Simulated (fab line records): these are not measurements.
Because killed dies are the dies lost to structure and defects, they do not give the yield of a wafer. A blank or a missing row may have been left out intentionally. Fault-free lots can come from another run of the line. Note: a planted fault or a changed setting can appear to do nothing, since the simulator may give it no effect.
fab line records | flow n5-finfet
record lots=24 wafers=72 last-day=17
route steps=1938 shown BEOL_M14@1736 BEOL_M15@1773
lots that met no fault: taken from a fault-free run of the same line
start-h: hours from the record's first day to the start of the lot's first wafer shown | wait-h: time in hours since the lot's previous step | " repeats the value in the row above | L1.1+2: one row covering several wafers at once | - no value present, or no start provided | * or withheld: withheld | < > ~ a bound
route shown NAME@n: a module of which the file shows steps, and the number in the route of the first | usual: mean/standard deviation of fault-free wafers | same: alike in all rows | chamber/n: place in a boat | sites: readings site by site | _std_site: the values' standard deviation | _edge_site: the outer-site mean with the inner-site mean subtracted | radius-mm: for every site, how far away it sits from the centre of the wafer | mask NAME#n: copy n | behind: the tool/chamber that last shaped the wafer | hold: what put the lot on hold/how long, in hours/how the hold closed | device: names the non-switching transistor (n, p or np) | end of line: the tests these same wafers got at the end of their route | a step given without rows: its recipe and nothing more | killed: not the wafer's yield, but the dies lost to structure and defects at the first sort | map: per-die view of a wafer (x killed, . not killed, _ where there is no die)
set.NAME: the run value of the setting; set.NAME@STEP: its run value at that earlier step | model.NAME: the simulator's own value behind a step, which no gauge read
route steps across a sampled set of lots; one table per step, one row per wafer
services: from which hour (start-h, from the record's first day; less than 0 if before it) a tool's chamber was out of use, for how many hours, and why
## steps
# step N5_BEOL_M14_CD_MEAS_17
# recipe target-cd-nm=250 polarity=opening
# usual cd-nm=248.8/2.9
# columns lot.wafer tool chamber start-h wait-h cd-nm
L074.3 cd-sem-01 - 230.91 0.0 251.5
L074.4 " - " " 249.7
L074.5 " - " " 253.3
L075.2 cd-sem-02 - 241.95 0.0 246.7
L075.4 " - " " 248.2
L075.6 " - " " 248.7
L077.1 cd-sem-01 - 247.00 0.0 248.6
L077.2 " - " " 249.6
L077.5 " - " " 249.0
L078.1 cd-sem-01 - 258.97 0.0 252.0
L078.2 " - " " 246.9
L078.6 " - " " 248.5
L076.2 cd-sem-01 - 259.48 0.0 254.4
L076.5 " - " " 254.0
L076.6 " - " " 252.1
L080.1 cd-sem-01 - 264.59 0.0 247.1
L080.3 " - " " 247.1
L080.5 " - " " 248.9
L079.1 cd-sem-02 - 271.78 0.0 247.7
L079.4 " - " " 246.8
L079.5 " - " " 248.1
L082.1 cd-sem-02 - 286.89 0.0 250.3
L082.2 " - " " 246.1
L082.6 " - " " 247.6
L081.2 cd-sem-03 - 288.03 0.0 245.0
L081.4 " - " " 243.8
L081.6 " - " " 246.9
L083.3 cd-sem-02 - 295.24 0.0 246.5
L083.5 " - " " 243.0
L083.6 " - " " 247.2
L084.2 cd-sem-01 - 295.59 0.0 248.7
L084.3 " - " " 246.7
L084.6 " - " " 249.6
L086.1 cd-sem-02 - 302.15 0.0 253.2
L086.2 " - " " 253.8
L086.5 " - " " 253.9
L085.1 cd-sem-03 - 305.55 0.0 245.9
L085.3 " - " " 242.9
L085.6 " - " " 245.8
L089.2 cd-sem-01 - 318.10 0.0 249.9
L089.5 " - " " 249.9
L089.6 " - " " 251.7
L087.1 cd-sem-01 - 319.28 0.0 251.7
L087.4 " - " " 248.0
L087.6 " - " " 249.3
L088.1 cd-sem-01 - 330.40 0.0 248.3
L088.3 " - " " 246.1
L088.6 " - " " 248.5
L091.4 cd-sem-03 - 338.19 0.0 242.4
L091.5 " - " " 246.5
L091.6 " - " " 247.3
L090.2 cd-sem-01 - 340.74 0.0 250.1
L090.5 " - " " 249.6
L090.6 " - " " 247.9
L092.2 cd-sem-01 - 352.61 0.0 247.1
L092.3 " - " " 247.3
L092.5 " - " " 246.9
L094.1 cd-sem-01 - 359.03 0.0 247.0
L094.3 " - " " 246.7
L094.5 " - " " 248.3
L093.3 cd-sem-01 - 361.22 0.0 246.2
L093.5 " - " " 244.7
L093.6 " - " " 244.4
L095.3 cd-sem-03 - 373.91 0.0 249.4
L095.4 " - " " 250.7
L095.5 " - " " 249.4
L096.3 cd-sem-01 - 379.44 0.0 253.6
L096.5 " - " " 252.1
L096.6 " - " " 253.5
L097.1 cd-sem-01 - 382.60 0.0 252.0
L097.2 " - " " 252.0
L097.6 " - " " 252.4
# step N5_BEOL_M14_ETCH_38
# recipe chemistry=CF4/N2 target=SiCN target-depth-a=1065 taper-deg=2 time-s=120.6 ion-energy-ev=150 mask-material=SiO2 pressure-mtorr=40 source-w=430 bias-w=70 Ar_flow_sccm=100 cf4-flow-sccm=60 n2-flow-sccm=60
# usual drypump-motor-current-A=5.4/0.52 mfc-ar-sccm=100.01/0.29 oes-product-au=0.81/0.093 rf-vpp-V=381.8/2.1 showerhead-plenum-p-Torr=2.19/0.076 throttle-valve-pct=15.33/0.25
# columns lot.wafer tool chamber start-h wait-h drypump-motor-current-A mfc-ar-sccm oes-product-au rf-hours-counter-h rf-vpp-V showerhead-plenum-p-Torr throttle-valve-pct
L074.3 rie-diel-05 0 - - 6.0 99.59 0.89 28 381.0 2.16 15.03
L074.4 " 2 " " 5.2 100.09 0.81 86 382.4 2.23 15.09
L074.5 " 3 " " 4.9 99.68 0.73 - 378.9 2.10 15.59
L075.2 rie-diel-04 0 - - 5.5 99.84 0.97 13 380.9 2.17 15.45
L075.4 " 1 " " 5.4 99.86 0.88 26 386.1 2.32 15.10
L075.6 " 2 " " 5.3 99.75 0.69 - 379.6 2.10 15.31
L077.1 rie-diel-04 0 - - 5.4 100.39 0.96 14 379.7 2.17 15.45
L077.2 " 3 " " 4.8 99.92 0.67 230 383.6 2.28 15.83
L077.5 " 1 " " 5.4 100.15 0.88 - 385.7 2.32 15.09
L078.1 rie-diel-05 2 - - 5.2 100.48 0.79 96 384.0 2.22 15.11
L078.2 " 3 " " 4.9 99.96 0.72 216 381.1 2.09 15.61
L078.6 " 0 " " 6.0 100.04 0.87 - 380.5 2.16 15.05
L076.2 rie-diel-04 3 - - 4.8 100.10 0.67 234 384.6 2.28 15.87
L076.5 " 0 " " 5.5 100.44 0.94 - 382.4 2.17 15.46
L076.6 " 3 " " 4.8 100.44 0.67 - 385.0 2.28 15.86
L080.1 rie-diel-05 0 - - 5.9 100.18 0.87 43 381.2 2.15 15.04
L080.3 " 2 " " 5.2 100.07 0.80 99 381.4 2.22 15.11
L080.5 " 3 " " 4.9 99.57 0.71 - 379.4 2.09 15.60
L079.1 rie-diel-05 3 - - 4.9 99.70 0.71 222 379.8 2.09 15.61
L079.4 " 0 " " 5.9 99.54 0.87 - 383.4 2.15 15.05
L079.5 " 2 " " 5.2 99.72 0.80 - 382.6 2.22 15.11
L082.1 rie-diel-04 0 - - 5.5 99.56 0.91 31 382.0 2.16 15.48
L082.2 " 1 " " 5.3 99.72 0.85 44 385.4 2.32 15.13
L082.6 " 1 " " 5.3 100.16 0.85 - 384.7 2.32 15.12
L081.2 rie-diel-04 0 - - 5.4 99.38 0.91 31 382.2 2.16 15.48
L081.4 " 1 " " 5.4 100.06 0.84 44 385.2 2.32 15.12
L081.6 " 3 " " 4.8 99.74 0.66 - 383.6 2.27 15.88
L083.3 rie-diel-05 0 - - 6.0 99.77 0.84 51 380.8 2.15 15.08
L083.5 " 1 " " 6.4 100.38 0.70 - 379.7 2.12 15.62
L083.6 " 2 " " 5.2 99.75 0.79 - 382.0 2.22 15.13
L084.2 rie-diel-04 1 - - 5.3 99.94 0.85 47 387.3 2.32 15.14
L084.3 " 2 " " 5.3 100.46 0.68 242 379.8 2.09 15.36
L084.6 " 2 " " 5.3 100.37 0.68 - 380.0 2.09 15.36
L086.1 rie-diel-05 1 - - 6.4 99.82 0.70 204 378.5 2.12 15.62
L086.2 " 3 " " 4.9 99.82 0.71 229 380.1 2.09 15.62
L086.5 " 1 " " 6.4 100.24 0.68 - 381.4 2.12 15.62
L085.1 rie-diel-04 0 - - 5.4 99.40 0.90 38 380.8 2.16 15.50
L085.3 " 2 " " 5.3 100.36 0.67 246 379.6 2.09 15.37
L085.6 " 1 " " 5.3 99.88 0.85 - 385.2 2.32 15.12
L089.2 rie-diel-01 0 - - 4.9 99.90 0.84 64 380.3 2.16 15.34
L089.5 " 2 " " 6.3 100.31 0.85 - 380.2 2.14 15.19
L089.6 " 3 " " 4.8 99.92 0.87 - 381.3 2.15 15.00
L087.1 rie-diel-04 0 - - 5.5 99.72 0.89 44 379.5 2.16 15.50
L087.4 " 1 " " 5.3 100.48 0.83 - 386.0 2.31 15.15
L087.6 " 3 " " 4.9 99.79 0.97 - 383.0 2.27 15.36
L088.1 rie-diel-01 3 - - 4.9 99.77 0.87 46 380.5 2.15 15.01
L088.3 " 2 " " 6.3 100.49 0.84 40 380.2 2.14 15.22
L088.6 " 0 " " 4.9 100.25 0.83 - 380.6 2.16 15.35
L091.4 rie-diel-04 3 - - 4.9 99.71 0.94 - 384.6 2.27 15.37
L091.5 " 1 " " 5.3 100.01 0.81 - 384.7 2.31 15.15
L091.6 " 0 " " 5.5 100.17 0.87 - 381.9 2.16 15.52
L090.2 rie-diel-04 0 - - 5.5 100.25 0.87 54 381.4 2.16 15.52
L090.5 " 2 " " 5.3 99.62 0.97 - 385.8 2.36 14.82
L090.6 " 1 " " 5.3 99.99 0.82 - 384.5 2.31 15.17
L092.2 rie-diel-01 2 - - 6.3 99.92 0.83 49 381.9 2.14 15.24
L092.3 " 1 " " 4.7 99.47 0.98 8 382.6 2.25 15.17
L092.5 " 1 " " 4.7 99.48 0.98 - 383.3 2.25 15.17
L094.1 rie-diel-05 2 - - 5.2 100.16 0.78 121 383.2 2.21 15.15
L094.3 " 1 " " 6.4 99.89 0.69 225 378.8 2.11 15.65
L094.5 " 2 " " 5.2 100.03 0.78 - 381.5 2.21 15.15
L093.3 rie-diel-01 0 - - 4.9 100.26 0.82 80 380.5 2.15 15.36
L093.5 " 1 " " 4.7 99.94 0.97 - 384.4 2.25 15.17
L093.6 " 0 " " 4.9 100.09 0.82 - 380.8 2.15 15.38
L095.3 rie-diel-05 0 - - 5.9 100.26 0.81 83 380.7 2.14 15.16
L095.4 " 1 " " 6.4 100.62 0.68 - 379.0 2.11 15.68
L095.5 " 2 " " 5.2 99.87 0.76 - 382.1 2.21 15.15
L096.3 rie-diel-05 0 - - 5.9 99.74 0.82 85 380.3 2.14 15.14
L096.5 " 0 " " 5.9 99.52 0.81 - 380.0 2.14 15.13
L096.6 " 2 " " 5.2 100.02 0.77 - 382.8 2.21 15.17
L097.1 rie-diel-05 1 - - 6.4 100.72 0.68 235 379.8 2.11 15.67
L097.2 " 3 " " 4.9 100.00 1.02 0 386.5 2.35 15.14
L097.6 " 0 " " 6.0 100.40 0.82 - 380.4 2.14 15.15
# step N5_BEOL_M14_SPUTTER_45
# recipe material=Cu target-thk-a=1000 temp-c=-20 bias-v=60 power-w=26000 chamber-pressure-pa=0.13 time-s=16.67
# usual chamber-pressure-pa=0.13001/0.00028 throttle-valve-pct=30.1/0.97
# columns lot.wafer tool chamber start-h wait-h chamber-pressure-pa throttle-valve-pct
L074.3 pvd-sputter-02 - 234.17 0.0 0.13019 30.6
L074.4 " - " " 0.12971 29.3
L074.5 " - " " 0.13048 31.8
L075.2 pvd-sputter-01 - 247.59 0.0 0.12958 31.4
L075.4 " - " " 0.13047 29.3
L075.6 " - " " 0.12999 31.6
L077.1 pvd-sputter-01 - 248.87 0.0 0.12959 31.2
L077.2 " - " " 0.13033 29.0
L077.5 " - " " 0.12984 31.3
L078.1 pvd-sputter-02 - 261.88 0.0 0.13011 29.6
L078.2 " - " " 0.13026 31.3
L078.6 " - " " 0.12966 31.0
L076.2 pvd-sputter-03 - 262.32 0.0 0.1303 28.2
L076.5 " - " " 0.12941 30.3
L076.6 " - " " 0.12998 28.5
L080.1 pvd-sputter-01 - 267.18 0.0 0.12991 31.7
L080.3 " - " " 0.13005 31.0
L080.5 " - " " 0.13012 31.0
L079.1 pvd-sputter-03 - 274.12 0.0 0.13005 29.4
L079.4 " - " " 0.12987 30.2
L079.5 " - " " 0.13 28.2
L082.1 pvd-sputter-03 - 293.53 0.0 0.13018 30.2
L082.2 " - " " 0.13062 28.4
L082.6 " - " " 0.1299 28.4
L081.2 pvd-sputter-01 - 294.03 0.0 0.12988 29.0
L081.4 " - " " 0.13018 29.2
L081.6 " - " " 0.12994 31.0
L083.3 pvd-sputter-01 - 299.11 0.0 0.12987 28.9
L083.5 " - " " 0.13001 31.5
L083.6 " - " " 0.12986 29.3
L084.2 pvd-sputter-03 - 299.89 0.0 0.13004 30.2
L084.3 " - " " 0.12982 29.6
L084.6 " - " " 0.13023 30.1
L086.1 pvd-sputter-02 - 304.47 0.0 0.12965 31.4
L086.2 " - " " 0.13009 30.6
L086.5 " - " " 0.13015 30.5
L085.1 pvd-sputter-02 - 307.28 0.0 0.13018 29.5
L085.3 " - " " 0.13046 31.0
L085.6 " - " " 0.12991 30.5
L089.2 pvd-sputter-03 - 322.14 0.0 0.12979 29.4
L089.5 " - " " 0.13023 29.8
L089.6 " - " " 0.13079 28.3
L087.1 pvd-sputter-01 - 322.41 0.0 0.12976 31.5
L087.4 " - " " 0.13043 29.1
L087.6 " - " " 0.13021 28.9
L088.1 pvd-sputter-02 - 332.48 0.0 0.12965 31.1
L088.3 " - " " 0.1301 29.5
L088.6 " - " " 0.13044 29.4
L091.4 pvd-sputter-03 - 340.12 0.0 0.13037 30.3
L091.5 " - " " 0.12978 28.5
L091.6 " - " " 0.12944 30.1
L090.2 pvd-sputter-02 - 344.24 0.0 0.12944 30.9
L090.5 " - " " 0.12992 30.6
L090.6 " - " " 0.12971 30.7
L092.2 pvd-sputter-01 - 358.12 0.0 0.13035 29.2
L092.3 " - " " 0.13024 31.0
L092.5 " - " " 0.13017 29.3
L094.1 pvd-sputter-03 - 362.42 0.0 0.12995 29.4
L094.3 " - " " 0.12964 28.6
L094.5 " - " " 0.12987 29.9
L093.3 pvd-sputter-03 - 363.02 0.0 0.12994 30.1
L093.5 " - " " 0.13016 29.5
L093.6 " - " " 0.12969 30.4
L095.3 pvd-sputter-02 - 377.53 0.0 0.12972 31.5
L095.4 " - " " 0.13007 31.1
L095.5 " - " " 0.13005 29.6
L096.3 pvd-sputter-03 - 382.08 0.0 0.12994 29.5
L096.5 " - " " 0.12986 28.4
L096.6 " - " " 0.13036 30.0
L097.1 pvd-sputter-02 - 385.34 0.0 0.12997 29.7
L097.2 " - " " 0.13006 31.5
L097.6 " - " " 0.13005 30.4
# step N5_BEOL_M15_ILD_DEP_00
# recipe material=SiO2 target-thk-a=16293 temp-c=400 precursor=TEOS/O2 pressure-torr=6.5 rf-w=900 teos-flow-sccm=161.4 gas=O2 flow-sccm=2650 time-s=346.1
# usual heater-power-w=512/120 showerhead-plenum-p-Torr=8.339/0.026 throttle-valve-pct=19.1/1.3
# columns lot.wafer tool chamber start-h wait-h heater-power-w showerhead-plenum-p-Torr throttle-valve-pct
L074.3 pecvd-03 1 235.69 0.1 383 8.312 20.9
L074.4 " 2 " " 483 8.370 17.5
L074.5 " 2 " " 353 8.374 17.7
L075.2 pecvd-04 1 248.71 0.0 434 8.287 19.0
L075.4 " 1 " " 307 8.278 18.8
L075.6 " 0 " " 602 8.347 17.2
L077.1 pecvd-02 2 250.56 0.0 565 8.364 19.4
L077.2 " 1 " " 655 8.337 19.1
L077.5 " 2 " " 670 8.340 19.4
L078.1 pecvd-04 1 262.97 0.0 343 8.293 19.0
L078.2 " 0 " " 786 8.338 17.6
L078.6 " 0 " " 634 8.340 17.5
L076.2 pecvd-02 1 263.52 0.0 599 8.304 19.1
L076.5 " 0 " " 449 8.356 21.2
L076.6 " 2 " " 538 8.348 19.3
L080.1 pecvd-04 2 268.78 0.0 586 8.371 17.9
L080.3 " 1 " " 418 8.298 19.2
L080.5 " 0 " " 783 8.351 17.7
L079.1 pecvd-02 2 275.55 0.0 549 8.352 19.4
L079.4 " 2 " " 677 8.348 19.3
L079.5 " 0 " " 442 8.333 21.4
L082.1 pecvd-03 1 294.64 0.0 461 8.331 21.0
L082.2 " 2 " " 468 8.342 17.9
L082.6 " 2 " " 356 8.367 18.1
L081.2 pecvd-03 2 295.13 0.0 426 8.368 17.9
L081.4 " 0 " " 379 8.340 18.9
L081.6 " 2 " " 481 8.382 17.9
L083.3 pecvd-03 0 300.36 0.0 399 8.341 18.8
L083.5 " 1 " " 392 8.305 20.8
L083.6 " 2 " " 452 8.368 18.0
L084.2 pecvd-04 0 301.18 0.0 764 8.345 17.1
L084.3 " 2 " " 524 8.384 17.7
L084.6 " 2 " " 588 8.399 17.7
L086.1 pecvd-04 0 305.61 0.0 756 8.327 17.5
L086.2 " 1 " " 423 8.307 19.2
L086.5 " 0 " " 746 8.359 17.4
L085.1 pecvd-02 0 308.37 0.0 601 8.363 21.4
L085.3 " 1 " " 599 8.336 19.0
L085.6 " 0 " " 458 8.358 21.4
L089.2 pecvd-04 0 323.23 0.0 737 8.332 17.5
L089.5 " 1 " " 425 8.329 18.9
L089.6 " 2 " " 578 8.372 18.0
L087.1 pecvd-03 1 323.77 0.0 509 8.318 20.8
L087.4 " 1 " " 384 8.297 20.9
L087.6 " 2 " " 482 8.374 18.0
L088.1 pecvd-04 1 334.24 0.0 359 8.279 19.0
L088.3 " 0 " " 729 8.354 17.5
L088.6 " 1 " " 423 8.312 19.1
L091.4 pecvd-03 2 341.41 0.1 353 8.355 17.9
L091.5 " 0 " " 392 8.338 19.0
L091.6 " 1 " " 380 8.320 21.2
L090.2 pecvd-02 0 345.36 0.0 573 8.356 21.5
L090.5 " 2 " " 540 8.344 19.7
L090.6 " 1 " " 724 8.333 18.9
L092.2 pecvd-02 1 359.80 0.0 690 8.344 19.1
L092.3 " 2 " " 553 8.350 19.6
L092.5 " 1 " " 546 8.303 19.2
L094.1 pecvd-04 2 364.07 0.0 521 8.374 17.9
L094.3 " 0 " " 772 8.360 17.5
L094.5 " 0 " " 637 8.321 17.5
L093.3 pecvd-03 1 364.66 0.1 381 8.328 20.8
L093.5 " 2 " " 433 8.370 17.9
L093.6 " 1 " " 493 8.311 21.2
L095.3 pecvd-03 1 378.62 0.0 450 8.297 20.8
L095.4 " 0 " " 510 8.339 19.1
L095.5 " 2 " " 493 8.352 18.2
L096.3 pecvd-03 1 383.21 0.0 421 8.309 20.8
L096.5 " 2 " " 354 8.351 18.1
L096.6 " 0 " " 515 8.334 18.9
L097.1 pecvd-03 0 386.43 0.0 457 8.333 18.8
L097.2 " 2 " " 486 8.360 18.3
L097.6 " 2 " " 353 8.376 18.1
# step N5_BEOL_M15_CD_MEAS_10
# recipe target-cd-nm=360 landing-energy-ev=500 detector=se-inlens polarity=opening
# usual cd-nm=362.5/2.3
# columns lot.wafer tool chamber start-h wait-h cd-nm
L074.3 cd-sem-03 0 236.37 - 360.9
L074.4 " 0 " " 362.0
L074.5 " 0 " " 363.3
L075.2 cd-sem-01 0 249.27 - 364.2
L075.4 " 0 " " 364.5
L075.6 " 0 " " 364.4
L077.1 cd-sem-02 0 251.11 - 363.6
L077.2 " 0 " " 364.0
L077.5 " 0 " " 363.2
L078.1 cd-sem-02 0 263.65 - 363.8
L078.2 " 0 " " 360.3
L078.6 " 0 " " 361.7
L076.2 cd-sem-01 0 264.08 - 360.8
L076.5 " 0 " " 360.6
L076.6 " 0 " " 359.6
L080.1 cd-sem-02 0 269.33 - 364.2
L080.3 " 0 " " 363.9
L080.5 " 0 " " 364.3
L079.1 cd-sem-01 0 276.23 - 367.5
L079.4 " 0 " " 362.5
L079.5 " 0 " " 364.0
L082.1 cd-sem-03 0 295.31 - 367.5
L082.2 " 0 " " 363.8
L082.6 " 0 " " 362.3
L081.2 cd-sem-02 0 295.68 - 361.8
L081.4 " 0 " " 358.5
L081.6 " 0 " " 359.9
L083.3 cd-sem-02 0 301.04 - 363.5
L083.5 " 0 " " 361.9
L083.6 " 0 " " 364.0
L084.2 cd-sem-03 0 301.86 - 363.6
L084.3 " 0 " " 368.4
L084.6 " 0 " " 363.2
L086.1 cd-sem-02 0 306.27 - 359.5
L086.2 " 0 " " 359.6
L086.5 " 0 " " 358.0
L085.1 cd-sem-02 0 308.93 - 362.6
L085.3 " 0 " " 362.8
L085.6 " 0 " " 360.0
L089.2 cd-sem-01 0 323.79 - 360.7
L089.5 " 0 " " 362.9
L089.6 " 0 " " 365.5
L087.1 cd-sem-01 0 324.40 - 360.6
L087.4 " 0 " " 360.5
L087.6 " 0 " " 360.6
L088.1 cd-sem-03 0 334.92 - 361.1
L088.3 " 0 " " 359.9
L088.6 " 0 " " 359.1
L091.4 cd-sem-03 0 341.99 - 362.7
L091.5 " 0 " " 363.1
L091.6 " 0 " " 363.4
L090.2 cd-sem-01 0 346.04 - 368.0
L090.5 " 0 " " 361.3
L090.6 " 0 " " 364.3
L092.2 cd-sem-03 0 360.48 - 362.1
L092.3 " 0 " " 361.4
L092.5 " 0 " " 363.3
L094.1 cd-sem-01 0 364.75 - 362.3
L094.3 " 0 " " 361.1
L094.5 " 0 " " 359.0
L093.3 cd-sem-01 0 365.22 - 360.2
L093.5 " 0 " " 359.5
L093.6 " 0 " " 362.7
L095.3 cd-sem-03 0 379.30 - 364.3
L095.4 " 0 " " 365.2
L095.5 " 0 " " 363.6
L096.3 cd-sem-01 0 383.77 - 364.4
L096.5 " 0 " " 363.1
L096.6 " 0 " " 363.0
L097.1 cd-sem-02 0 387.11 - 360.4
L097.2 " 0 " " 359.1
L097.6 " 0 " " 361.6
# step N5_BEOL_M15_VIA_ETCH_16
# recipe chemistry=C4F8/O2/Ar target=SiO2 he-inner-torr=15 he-outer-torr=30 target-depth-a=17922 time-s=withheld ion-energy-ev=800 pressure-mtorr=20 source-w=1905 bias-w=2040 Ar_flow_sccm=400 C4F8_flow_sccm=16 O2_flow_sccm=12 ends=cleared
# usual C4F8_flow_sccm=16.01/0.046 drypump-motor-current-A=5.93/0.26 mfc-ar-sccm=400.0/1.1 oes-product-au=0.71/0.077 rf-vpp-V=2197/75 showerhead-plenum-p-Torr=3.43/0.084 throttle-valve-pct=30.78/0.29
# columns lot.wafer tool chamber start-h wait-h C4F8_flow_sccm drypump-motor-current-A mfc-ar-sccm oes-product-au rf-vpp-V showerhead-plenum-p-Torr throttle-valve-pct
L074.3 rie-diel-02 3 236.54 0.0 15.99 6.14 399.0 0.80 2094 3.39 30.82
L074.4 " 1 " " 15.97 5.97 399.9 0.73 2282 3.60 30.61
L074.5 " 3 " " 15.95 6.15 398.8 0.80 2094 3.39 30.81
L075.2 rie-diel-02 0 249.49 0.0 15.99 5.45 399.6 0.77 2275 3.35 30.78
L075.4 " 3 " " 16.01 6.16 397.8 0.80 2094 3.38 30.80
L075.6 " 3 " " 16.03 6.16 399.6 0.79 2095 3.38 30.80
L077.1 rie-diel-06 0 251.34 0.0 16.01 5.82 401.8 0.64 2229 3.53 30.75
L077.2 " 3 " " 16.00 5.76 400.3 0.61 2181 3.41 31.26
L077.5 " 3 " " 16.02 5.79 399.5 0.62 2179 3.41 31.27
L078.1 rie-diel-03 1 263.87 0.0 16.05 5.45 398.4 0.62 2287 3.41 31.29
L078.2 " 2 " " 15.98 6.05 400.5 0.71 2079 3.47 30.92
L078.6 " 2 " " 16.02 6.03 400.2 0.71 2079 3.47 30.93
L076.2 rie-diel-06 2 264.25 0.0 16.01 6.05 400.4 0.63 2197 3.35 30.56
L076.5 " 0 " " 15.97 5.77 402.4 0.64 2228 3.52 30.75
L076.6 " 1 " " 16.04 6.51 401.1 0.74 2306 3.51 30.94
L080.1 rie-diel-02 2 269.50 0.0 16.04 5.99 399.9 0.65 2146 3.45 30.71
L080.3 " 3 " " 15.96 6.16 400.1 0.78 2094 3.38 30.81
L080.5 " 3 " " 15.92 6.17 398.6 0.77 2094 3.38 30.81
L079.1 rie-diel-03 0 276.58 0.0 15.97 5.71 399.8 0.67 2227 3.29 31.02
L079.4 " 0 " " 15.97 5.72 401.4 0.68 2226 3.29 31.03
L079.5 " 2 " " 15.99 6.05 399.5 0.70 2079 3.46 30.93
L082.1 rie-diel-06 2 295.49 0.0 15.96 6.08 400.3 0.62 2197 3.34 30.55
L082.2 " 3 " " 15.97 5.81 398.9 0.60 2180 3.40 31.27
L082.6 " 2 " " 15.98 6.05 399.3 0.62 2197 3.34 30.56
L081.2 rie-diel-03 1 295.86 0.0 16.01 5.47 399.8 0.61 2289 3.40 31.30
L081.4 " 0 " " 16.10 5.76 398.5 0.68 2226 3.29 31.05
L081.6 " 3 " " 15.98 5.83 399.2 0.86 2160 3.48 29.99
L083.3 rie-diel-02 2 301.21 0.0 15.99 6.01 400.8 0.64 2144 3.44 30.71
L083.5 " 3 " " 16.00 6.15 397.6 0.77 2094 3.38 30.82
L083.6 " 2 " " 15.99 5.98 399.5 0.63 2146 3.44 30.70
L084.2 rie-diel-06 1 302.17 0.0 16.03 6.50 398.0 0.73 2304 3.51 30.97
L084.3 " 2 " " 16.03 6.07 399.8 0.62 2197 3.34 30.60
L084.6 " 2 " " 16.01 6.04 399.5 0.62 2197 3.34 30.59
L086.1 rie-diel-02 2 306.63 0.0 16.07 5.97 399.9 0.64 2144 3.44 30.70
L086.2 " 1 " " 16.03 5.96 402.0 0.71 2281 3.59 30.62
L086.5 " 2 " " 16.06 5.96 398.4 0.63 2145 3.44 30.70
L085.1 rie-diel-02 0 309.10 0.0 15.91 5.46 399.6 0.76 2272 3.34 30.80
L085.3 " 2 " " 15.97 5.97 399.0 0.64 2146 3.44 30.73
L085.6 " 1 " " 16.01 5.96 400.3 0.71 2282 3.59 30.65
L089.2 rie-diel-03 0 324.29 0.0 15.95 5.77 399.2 0.67 2225 3.29 31.06
L089.5 " 0 " " 16.01 5.78 399.8 0.67 2227 3.29 31.07
L089.6 " 1 " " 16.03 5.48 400.1 0.61 2289 3.40 31.32
L087.1 rie-diel-03 2 324.70 0.0 15.97 6.04 401.5 0.70 2078 3.46 30.94
L087.4 " 3 " " 16.12 5.81 401.9 0.83 2159 3.47 29.99
L087.6 " 0 " " 16.09 5.75 399.8 0.66 2226 3.29 31.06
L088.1 rie-diel-02 1 335.10 0.0 15.97 6.00 397.8 0.71 2281 3.59 30.66
L088.3 " 2 " " 16.01 5.95 401.2 0.63 2146 3.43 30.72
L088.6 " 1 " " 16.06 6.00 398.2 0.71 2283 3.59 30.63
L091.4 rie-diel-06 3 342.16 0.0 16.03 5.80 399.9 0.87 2180 3.40 31.10
L091.5 " 3 " " 16.08 5.78 400.9 0.87 2179 3.40 31.11
L091.6 " 2 " " 16.07 6.06 401.8 0.62 2195 3.34 30.60
L090.2 rie-diel-03 0 346.21 0.0 16.01 5.74 399.2 0.66 2223 3.28 31.03
L090.5 " 0 " " 16.01 5.76 398.4 0.66 2225 3.28 31.06
L090.6 " 3 " " 16.00 5.86 400.9 0.81 2160 3.47 30.03
L092.2 rie-diel-03 1 360.65 0.0 16.05 5.47 398.1 0.88 2287 3.40 30.95
L092.3 " 3 " " 16.03 5.84 400.8 0.79 2157 3.46 30.00
L092.5 " 2 " " 16.04 6.05 402.1 0.68 2080 3.45 30.94
L094.1 rie-diel-02 1 364.93 0.0 16.01 5.98 399.7 0.71 2281 3.58 30.65
L094.3 " 3 " " 15.99 6.16 400.3 0.75 2094 3.37 30.85
L094.5 " 2 " " 15.94 5.94 398.4 0.63 2146 3.43 30.72
L093.3 rie-diel-02 3 365.81 0.0 16.06 6.17 400.3 0.74 2094 3.37 30.82
L093.5 " 0 " " 15.95 5.52 400.5 0.74 2273 3.33 30.82
L093.6 " 3 " " 16.03 6.15 399.4 0.74 2094 3.37 30.82
L095.3 rie-diel-06 2 379.47 0.0 16.02 6.01 399.8 0.90 2196 3.33 30.22
L095.4 " 0 " " 16.04 5.81 399.1 0.61 2226 3.50 30.77
L095.5 " 2 " " 16.06 6.03 400.0 0.90 2194 3.33 30.21
L096.3 rie-diel-02 3 384.01 0.0 16.04 6.14 399.4 0.73 2092 3.36 30.83
L096.5 " 3 " " 16.02 6.13 399.3 0.73 2092 3.36 30.84
L096.6 " 2 " " 15.97 5.96 399.5 0.62 2143 3.43 30.73
L097.1 rie-diel-06 3 387.28 0.0 16.03 5.79 399.3 0.83 2177 3.39 31.10
L097.2 " 1 " " 16.00 6.46 399.9 0.70 2304 3.49 30.97
L097.6 " 2 " " 16.01 6.04 401.4 0.90 2197 3.33 30.19
## services
# columns tool chamber start-h hours kind
pecvd-04 1 211.99 6.6 repair
pecvd-02 - 217.23 0.5 repair
rie-diel-03 - 220.73 0.9 repair
pecvd-03 0 225.35 14.4 repair
rie-diel-02 3 229.20 1.3 repair
pecvd-04 - 234.31 0.6 repair
pecvd-03 1 237.13 6.8 repair
rie-diel-03 0 237.94 16.9 repair
rie-diel-04 - 240.99 2.6 repair
rie-diel-05 1 254.24 8.0 repair
rie-diel-01 0 269.87 1.4 repair
rie-diel-05 - 282.41 10.9 repair
rie-diel-05 2 299.44 23.6 repair
rie-diel-05 1 319.97 6.9 repair
rie-diel-04 2 320.59 4.6 repair
pecvd-02 - 322.09 5.5 pm
pecvd-02 - 333.66 1.2 repair
rie-diel-02 2 343.65 3.2 repair
rie-diel-01 1 350.04 2.2 repair
pecvd-03 0 359.27 7.5 repair
pvd-sputter-03 - 366.40 10.0 repair
rie-diel-03 1 367.60 2.7 repair
rie-diel-01 3 370.96 4.0 repair
rie-diel-02 0 372.38 12.3 repair
## key
fault none
